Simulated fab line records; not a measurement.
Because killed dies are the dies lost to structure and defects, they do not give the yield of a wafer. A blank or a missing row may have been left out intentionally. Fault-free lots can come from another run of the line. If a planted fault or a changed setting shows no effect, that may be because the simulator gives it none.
Which tool was responsible? || flow n5-finfet || 9 lots, 27 wafers sampled, at 6 steps of a route of 1938

== WHAT THE GAUGES SHOWED, per wafer ==
N5_SD_EPI_N_CD_MEAS_09: target cd 120 nm. Usual: cd-nm at 120.1 nm, with a standard deviation of 0.6.
{"lot": "L798", "measured": "day 3 07:07", "on": "cd-sem-01", "cd-nm (nm)": "120.1 120.9 119.9", "flag": ""}
{"lot": "L800", "measured": "day 3 15:29", "on": "cd-sem-01", "cd-nm (nm)": "119.3 118.8 119.6", "flag": ""}
{"lot": "L802", "measured": "day 4 02:35", "on": "cd-sem-01", "cd-nm (nm)": "120.0 120.4 121.4", "flag": ""}
{"lot": "L808", "measured": "day 5 16:26", "on": "cd-sem-02", "cd-nm (nm)": "112.1 119.5 119.5", "flag": "OFF"}
{"lot": "L814", "measured": "day 7 00:10", "on": "cd-sem-02", "cd-nm (nm)": "120.1 120.3 119.7", "flag": ""}
{"lot": "L815", "measured": "day 7 09:19", "on": "cd-sem-01", "cd-nm (nm)": "119.9 120.5 120.2", "flag": ""}
{"lot": "L817", "measured": "day 7 22:15", "on": "cd-sem-02", "cd-nm (nm)": "119.3 118.7 119.5", "flag": ""}
{"lot": "L820", "measured": "day 8 13:59", "on": "cd-sem-02", "cd-nm (nm)": "120.8 120.5 120.4", "flag": ""}
{"lot": "L821", "measured": "day 8 20:27", "on": "cd-sem-01", "cd-nm (nm)": "120.3 121.1 120.6", "flag": ""}

N5_BEOL_M4_RC_MEAS_101. Usual: DIBL_N 36.3 mV/V, standard deviation 1.2; DIBL_P 36.3 mV/V, standard deviation 1.4; IOFF_N 0.157 nA/um, standard deviation 0.02; IOFF_P 0.22 nA/um, standard deviation 0.033; ION_N 675 uA/um, standard deviation 9.6; ION_P 465 uA/um, standard deviation 8.2; SS_N 71.4 mV/dec, standard deviation 0.45; SS_P 73.3 mV/dec, standard deviation 0.54; VT_N 249.8 mV, standard deviation 2.5; VT_P -249 mV, standard deviation 3.2.
{"lot": "L798", "measured": "day 8 02:21", "on": "prober-01", "DIBL_N (mV/V)": "37.2 36.6 35.3", "DIBL_P (mV/V)": "38.5 37.3 36.4", "IOFF_N (nA/um)": "0.169 0.150 0.137", "IOFF_P (nA/um)": "0.23 0.21 0.20", "ION_N (uA/um)": "681 676 661", "ION_P (uA/um)": "466 467 457", "SS_N (mV/dec)": "71.4 71.6 71.5", "SS_P (mV/dec)": "72.8 72.7 73.0", "VT_N (mV)": "246.2 249.8 251.9", "VT_P (mV)": "-249 -251 -252", "flag": ""}
{"lot": "L800", "measured": "day 8 19:53", "on": "prober-01", "DIBL_N (mV/V)": "34.6 35.1 35.3", "DIBL_P (mV/V)": "34.8 34.9 35.1", "IOFF_N (nA/um)": "0.128 0.132 0.137", "IOFF_P (nA/um)": "0.16 0.17 0.17", "ION_N (uA/um)": "665 662 668", "ION_P (uA/um)": "455 453 455", "SS_N (mV/dec)": "71.2 71.7 71.2", "SS_P (mV/dec)": "72.0 72.3 71.9", "VT_N (mV)": "251.3 251.7 253.9", "VT_P (mV)": "-256 -253 -254", "flag": ""}
{"lot": "L802", "measured": "day 9 17:05", "on": "prober-01", "DIBL_N (mV/V)": "36.7 36.6 36.4", "DIBL_P (mV/V)": "36.7 36.2 36.4", "IOFF_N (nA/um)": "0.185 0.163 0.179", "IOFF_P (nA/um)": "0.25 0.23 0.25", "ION_N (uA/um)": "695 679 695", "ION_P (uA/um)": "475 466 477", "SS_N (mV/dec)": "72.2 71.9 71.0", "SS_P (mV/dec)": "73.9 72.6 72.6", "VT_N (mV)": "247.5 250.2 246.5", "VT_P (mV)": "-249 -249 -246", "flag": ""}
{"lot": "L808", "measured": "day 11 11:13", "on": "prober-02", "DIBL_N (mV/V)": "37.4 36.9 37.3", "DIBL_P (mV/V)": "35.5 35.0 35.6", "IOFF_N (nA/um)": "0.168 0.162 0.174", "IOFF_P (nA/um)": "0.23 0.21 0.23", "ION_N (uA/um)": "683 680 682", "ION_P (uA/um)": "466 466 465", "SS_N (mV/dec)": "70.9 71.2 71.6", "SS_P (mV/dec)": "73.8 73.2 73.8", "VT_N (mV)": "249.0 248.9 250.0", "VT_P (mV)": "-249 -247 -247", "flag": ""}
{"lot": "L814", "measured": "day 12 10:00", "on": "prober-02", "DIBL_N (mV/V)": "36.0 36.0 36.0", "DIBL_P (mV/V)": "35.9 36.1 36.1", "IOFF_N (nA/um)": "0.160 0.152 0.159", "IOFF_P (nA/um)": "0.20 0.20 0.20", "ION_N (uA/um)": "683 672 685", "ION_P (uA/um)": "463 461 463", "SS_N (mV/dec)": "71.2 71.7 71.2", "SS_P (mV/dec)": "73.4 72.8 72.5", "VT_N (mV)": "249.9 249.2 248.5", "VT_P (mV)": "-250 -252 -251", "flag": ""}
{"lot": "L815", "measured": "day 13 11:38", "on": "prober-02", "DIBL_N (mV/V)": "35.0 35.3 34.5", "DIBL_P (mV/V)": "35.0 35.0 33.3", "IOFF_N (nA/um)": "0.143 0.149 0.137", "IOFF_P (nA/um)": "0.25 0.23 0.21", "ION_N (uA/um)": "674 677 687", "ION_P (uA/um)": "464 472 473", "SS_N (mV/dec)": "72.2 71.7 71.4", "SS_P (mV/dec)": "73.6 73.6 73.2", "VT_N (mV)": "251.8 252.1 250.9", "VT_P (mV)": "-248 -247 -248", "flag": ""}
{"lot": "L817", "measured": "day 13 12:34", "on": "prober-02", "DIBL_N (mV/V)": "35.0 35.4 34.6", "DIBL_P (mV/V)": "35.5 36.4 35.6", "IOFF_N (nA/um)": "0.126 0.127 0.115", "IOFF_P (nA/um)": "0.18 0.19 0.18", "ION_N (uA/um)": "653 661 658", "ION_P (uA/um)": "459 460 459", "SS_N (mV/dec)": "70.5 71.3 70.8", "SS_P (mV/dec)": "72.8 73.2 73.1", "VT_N (mV)": "254.0 254.7 254.7", "VT_P (mV)": "-251 -251 -252", "flag": ""}
{"lot": "L820", "measured": "day 13 19:12", "on": "prober-01", "DIBL_N (mV/V)": "35.7 37.4 36.5", "DIBL_P (mV/V)": "36.1 37.9 36.6", "IOFF_N (nA/um)": "0.147 0.182 0.170", "IOFF_P (nA/um)": "0.25 0.28 0.26", "ION_N (uA/um)": "673 675 667", "ION_P (uA/um)": "469 473 464", "SS_N (mV/dec)": "71.2 71.5 71.8", "SS_P (mV/dec)": "73.3 74.0 73.9", "VT_N (mV)": "249.2 246.1 247.4", "VT_P (mV)": "-246 -245 -246", "flag": ""}
{"lot": "L821", "measured": "day 14 19:49", "on": "prober-02", "DIBL_N (mV/V)": "38.2 34.8 39.5", "DIBL_P (mV/V)": "39.2 34.9 40.7", "IOFF_N (nA/um)": "0.187 0.119 0.208", "IOFF_P (nA/um)": "0.29 0.20 0.34", "ION_N (uA/um)": "688 665 685", "ION_P (uA/um)": "471 470 478", "SS_N (mV/dec)": "71.6 70.4 71.7", "SS_P (mV/dec)": "74.1 72.6 74.1", "VT_N (mV)": "249.0 251.8 247.2", "VT_P (mV)": "-242 -248 -243", "flag": ""}

== TOOL THAT RAN EACH LOT (tool first, then ch and the chambers of the sampled wafers, then the start) ==
{"lot": "L798", "N5_DUMMY_GATE_ETCH_42": "rie-diel-05 ch 1,2,3, day 3 05:04", "N5_SD_EPI_N_EXPOSE_06": "arfi-scanner-02 ch 0, day 3 06:59", "N5_SD_EPI_N_STRIP_38": "plasma-asher-01 ch 0,1, day 3 08:10", "N5_SD_EPI_N_VAPOR_ETCH_50": "epi-rpcvd-04 ch 0, day 3 09:08"}
{"lot": "L800", "N5_DUMMY_GATE_ETCH_42": "rie-diel-04 ch 1,2, day 3 14:15", "N5_SD_EPI_N_EXPOSE_06": "arfi-scanner-03 ch 0, day 3 15:22", "N5_SD_EPI_N_STRIP_38": "plasma-asher-01 ch 0,1, day 3 16:22", "N5_SD_EPI_N_VAPOR_ETCH_50": "epi-rpcvd-04 ch 0, day 3 17:17"}
{"lot": "L802", "N5_DUMMY_GATE_ETCH_42": "rie-diel-04 ch 1,2,3, day 4 01:17", "N5_SD_EPI_N_EXPOSE_06": "arfi-scanner-01 ch 0, day 4 02:28", "N5_SD_EPI_N_STRIP_38": "plasma-asher-01 ch 0,1, day 4 03:44", "N5_SD_EPI_N_VAPOR_ETCH_50": "epi-rpcvd-04 ch 0, day 4 04:27"}
{"lot": "L808", "N5_DUMMY_GATE_ETCH_42": "rie-diel-04 ch 1,2,3, day 5 15:12", "N5_SD_EPI_N_EXPOSE_06": "arfi-scanner-03 ch 0, day 5 16:19", "N5_SD_EPI_N_STRIP_38": "plasma-asher-02 ch 0,1, day 5 17:25", "N5_SD_EPI_N_VAPOR_ETCH_50": "epi-rpcvd-04 ch 0, day 5 18:07"}
{"lot": "L814", "N5_DUMMY_GATE_ETCH_42": "rie-diel-02 ch 0,2,3, day 6 22:53", "N5_SD_EPI_N_EXPOSE_06": "arfi-scanner-01 ch 0, day 7 00:02", "N5_SD_EPI_N_STRIP_38": "plasma-asher-01 ch 0,1, day 7 01:04", "N5_SD_EPI_N_VAPOR_ETCH_50": "epi-rpcvd-04 ch 0, day 7 01:53"}
{"lot": "L815", "N5_DUMMY_GATE_ETCH_42": "rie-diel-04 ch 0,2, day 7 08:04", "N5_SD_EPI_N_EXPOSE_06": "arfi-scanner-02 ch 0, day 7 09:11", "N5_SD_EPI_N_STRIP_38": "plasma-asher-02 ch 0,1, day 7 10:11", "N5_SD_EPI_N_VAPOR_ETCH_50": "epi-rpcvd-04 ch 0, day 7 10:53"}
{"lot": "L817", "N5_DUMMY_GATE_ETCH_42": "rie-diel-05 ch 0,2, day 7 21:01", "N5_SD_EPI_N_EXPOSE_06": "arfi-scanner-01 ch 0, day 7 22:08", "N5_SD_EPI_N_STRIP_38": "plasma-asher-02 ch 0, day 7 23:07", "N5_SD_EPI_N_VAPOR_ETCH_50": "epi-rpcvd-02 ch 0, day 7 23:50"}
{"lot": "L820", "N5_DUMMY_GATE_ETCH_42": "rie-diel-05 ch 0,2,3, day 8 12:46", "N5_SD_EPI_N_EXPOSE_06": "arfi-scanner-01 ch 0, day 8 13:52", "N5_SD_EPI_N_STRIP_38": "plasma-asher-01 ch 1, day 8 15:05", "N5_SD_EPI_N_VAPOR_ETCH_50": "epi-rpcvd-02 ch 0, day 8 15:47"}
{"lot": "L821", "N5_DUMMY_GATE_ETCH_42": "rie-diel-05 ch 0,2,3, day 8 17:50", "N5_SD_EPI_N_EXPOSE_06": "arfi-scanner-01 ch 0, day 8 20:20", "N5_SD_EPI_N_STRIP_38": "plasma-asher-01 ch 0,1, day 8 21:19", "N5_SD_EPI_N_VAPOR_ETCH_50": "epi-rpcvd-01 ch 0, day 8 22:22"}
- N5_DUMMY_GATE_ETCH_42: etches SiO2 in CHF3/O2, target depth 3.5 nm, time 31 s.
- N5_SD_EPI_N_EXPOSE_06: exposes mask SD N BLK, target cd 120 nm.
- N5_SD_EPI_N_STRIP_38: strips in N2/H2.
- N5_SD_EPI_N_VAPOR_ETCH_50: etches Si in HCl, time 54 s.

== AS READ BY THE TOOLS THEMSELVES (means over the sampled wafers that have a number; for cases with no such wafer, the mark the record gives instead) ==
N5_DUMMY_GATE_ETCH_42. Usual: bias-w 12.00 W (standard deviation 0.037); drypump-motor-current-A 5.8 A (standard deviation 0.51); oes_ar_750_au 0.74 a.u. (standard deviation 0.033); oes-product-au 0.74 a.u. (standard deviation 0.032); rf-vpp-V 42.5 V (standard deviation 0.91); showerhead-plenum-p-Torr 2.39 Torr (standard deviation 0.057); throttle-valve-pct 18.92 % (standard deviation 0.21).
{"lot": "L798", "tool": "rie-diel-05", "bias-w (W)": 12.01, "drypump-motor-current-A (A)": 5.9, "oes_ar_750_au (a.u.)": 0.73, "oes-product-au (a.u.)": 0.73, "rf-vpp-V (V)": 41.5, "showerhead-plenum-p-Torr (Torr)": 2.39, "throttle-valve-pct (%)": 18.97, "flag": ""}
{"lot": "L800", "tool": "rie-diel-04", "bias-w (W)": 11.96, "drypump-motor-current-A (A)": 5.9, "oes_ar_750_au (a.u.)": 0.79, "oes-product-au (a.u.)": 0.79, "rf-vpp-V (V)": 43.2, "showerhead-plenum-p-Torr (Torr)": 2.45, "throttle-valve-pct (%)": 18.79, "flag": ""}
{"lot": "L802", "tool": "rie-diel-04", "bias-w (W)": 11.98, "drypump-motor-current-A (A)": 5.9, "oes_ar_750_au (a.u.)": 0.77, "oes-product-au (a.u.)": 0.77, "rf-vpp-V (V)": 43.1, "showerhead-plenum-p-Torr (Torr)": 2.37, "throttle-valve-pct (%)": 18.93, "flag": ""}
{"lot": "L808", "tool": "rie-diel-04", "bias-w (W)": 12.00, "drypump-motor-current-A (A)": 5.9, "oes_ar_750_au (a.u.)": 0.76, "oes-product-au (a.u.)": 0.76, "rf-vpp-V (V)": 42.8, "showerhead-plenum-p-Torr (Torr)": 2.37, "throttle-valve-pct (%)": 18.95, "flag": ""}
{"lot": "L814", "tool": "rie-diel-02", "bias-w (W)": 11.98, "drypump-motor-current-A (A)": 5.5, "oes_ar_750_au (a.u.)": 0.75, "oes-product-au (a.u.)": 0.74, "rf-vpp-V (V)": 42.2, "showerhead-plenum-p-Torr (Torr)": 2.41, "throttle-valve-pct (%)": 18.91, "flag": ""}
{"lot": "L815", "tool": "rie-diel-04", "bias-w (W)": 11.96, "drypump-motor-current-A (A)": 5.7, "oes_ar_750_au (a.u.)": 0.75, "oes-product-au (a.u.)": 0.75, "rf-vpp-V (V)": 42.7, "showerhead-plenum-p-Torr (Torr)": 2.47, "throttle-valve-pct (%)": 18.86, "flag": ""}
{"lot": "L817", "tool": "rie-diel-05", "bias-w (W)": 11.96, "drypump-motor-current-A (A)": 5.5, "oes_ar_750_au (a.u.)": 0.70, "oes-product-au (a.u.)": 0.70, "rf-vpp-V (V)": 42.1, "showerhead-plenum-p-Torr (Torr)": 2.37, "throttle-valve-pct (%)": 18.81, "flag": ""}
{"lot": "L820", "tool": "rie-diel-05", "bias-w (W)": 12.01, "drypump-motor-current-A (A)": 5.5, "oes_ar_750_au (a.u.)": 0.70, "oes-product-au (a.u.)": 0.70, "rf-vpp-V (V)": 42.9, "showerhead-plenum-p-Torr (Torr)": 2.38, "throttle-valve-pct (%)": 18.99, "flag": ""}
{"lot": "L821", "tool": "rie-diel-05", "bias-w (W)": 11.96, "drypump-motor-current-A (A)": 5.5, "oes_ar_750_au (a.u.)": 0.70, "oes-product-au (a.u.)": 0.70, "rf-vpp-V (V)": 41.1, "showerhead-plenum-p-Torr (Torr)": 2.38, "throttle-valve-pct (%)": 19.00, "flag": ""}

N5_SD_EPI_N_STRIP_38. Usual: drypump-motor-current-A 5.39 A, standard deviation 0.097; heater-power-w 341 W, standard deviation 27; oes-product-au 0.761 a.u., standard deviation 0.012; temp-c 249.96 C, standard deviation 0.23.
{"lot": "L798", "tool": "plasma-asher-01", "drypump-motor-current-A (A)": 5.49, "heater-power-w (W)": 315, "oes-product-au (a.u.)": 0.753, "temp-c (C)": 250.02, "flag": ""}
{"lot": "L800", "tool": "plasma-asher-01", "drypump-motor-current-A (A)": 5.51, "heater-power-w (W)": 310, "oes-product-au (a.u.)": 0.755, "temp-c (C)": 249.75, "flag": ""}
{"lot": "L802", "tool": "plasma-asher-01", "drypump-motor-current-A (A)": 5.52, "heater-power-w (W)": 334, "oes-product-au (a.u.)": 0.756, "temp-c (C)": 250.02, "flag": ""}
{"lot": "L808", "tool": "plasma-asher-02", "drypump-motor-current-A (A)": 5.31, "heater-power-w (W)": 360, "oes-product-au (a.u.)": 0.757, "temp-c (C)": 249.93, "flag": ""}
{"lot": "L814", "tool": "plasma-asher-01", "drypump-motor-current-A (A)": 5.50, "heater-power-w (W)": 334, "oes-product-au (a.u.)": 0.769, "temp-c (C)": 249.82, "flag": ""}
{"lot": "L815", "tool": "plasma-asher-02", "drypump-motor-current-A (A)": 5.28, "heater-power-w (W)": 353, "oes-product-au (a.u.)": 0.750, "temp-c (C)": 249.77, "flag": ""}
{"lot": "L817", "tool": "plasma-asher-02", "drypump-motor-current-A (A)": 5.28, "heater-power-w (W)": 357, "oes-product-au (a.u.)": 0.765, "temp-c (C)": 249.71, "flag": ""}
{"lot": "L820", "tool": "plasma-asher-01", "drypump-motor-current-A (A)": 5.50, "heater-power-w (W)": 298, "oes-product-au (a.u.)": 0.757, "temp-c (C)": 249.73, "flag": ""}
{"lot": "L821", "tool": "plasma-asher-01", "drypump-motor-current-A (A)": 5.48, "heater-power-w (W)": 331, "oes-product-au (a.u.)": 0.750, "temp-c (C)": 249.91, "flag": ""}

N5_SD_EPI_N_VAPOR_ETCH_50. Usual: throttle-valve-pct at 11.4 %, with a standard deviation of 0.45.
{"lot": "L798", "tool": "epi-rpcvd-04", "throttle-valve-pct (%)": 10.7, "flag": ""}
{"lot": "L800", "tool": "epi-rpcvd-04", "throttle-valve-pct (%)": 10.9, "flag": ""}
{"lot": "L802", "tool": "epi-rpcvd-04", "throttle-valve-pct (%)": 10.6, "flag": ""}
{"lot": "L808", "tool": "epi-rpcvd-04", "throttle-valve-pct (%)": 10.9, "flag": ""}
{"lot": "L814", "tool": "epi-rpcvd-04", "throttle-valve-pct (%)": 10.8, "flag": ""}
{"lot": "L815", "tool": "epi-rpcvd-04", "throttle-valve-pct (%)": 10.9, "flag": ""}
{"lot": "L817", "tool": "epi-rpcvd-02", "throttle-valve-pct (%)": 11.8, "flag": ""}
{"lot": "L820", "tool": "epi-rpcvd-02", "throttle-valve-pct (%)": 11.7, "flag": ""}
{"lot": "L821", "tool": "epi-rpcvd-01", "throttle-valve-pct (%)": 11.5, "flag": ""}

== THE ANSWER, worked out from the rows above alone ==
Rule: take the mean of a lot's wafers that have a number; if it is more than 3 standard deviations from the usual mean, the lot is off. Also off: a lot with no number at a reading for which 4 or more lots have one. Where the step has rows for the other lots, those lots are counted as sound. Order of review: gauges by route order, followed by the tools' own readings, for which a lot's mean as printed above is used. At the first step where some lot is off, the reading lying furthest off is the one used; lots without a number count as furthest.
Off, at N5_SD_EPI_N_CD_MEAS_09 on cd-nm: L808.
A tool fits if, at a process step before that reading, it ran every lot that is off, and no sound lot after the first of them. Those tools and the gauges at N5_SD_EPI_N_CD_MEAS_09 are tried in the same way. One fits: arfi-scanner-03 at N5_SD_EPI_N_EXPOSE_06. Its last sound lot is L800 (day 3 15:22), its first lot that is off L808 (day 5 16:19): a fault that began between those two fits.

== WHAT WAS PUT IN BY THE SIMULATOR ==
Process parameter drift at N5_SD_EPI_N_EXPOSE_06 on arfi-scanner-03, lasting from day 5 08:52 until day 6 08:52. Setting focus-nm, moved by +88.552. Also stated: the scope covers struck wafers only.
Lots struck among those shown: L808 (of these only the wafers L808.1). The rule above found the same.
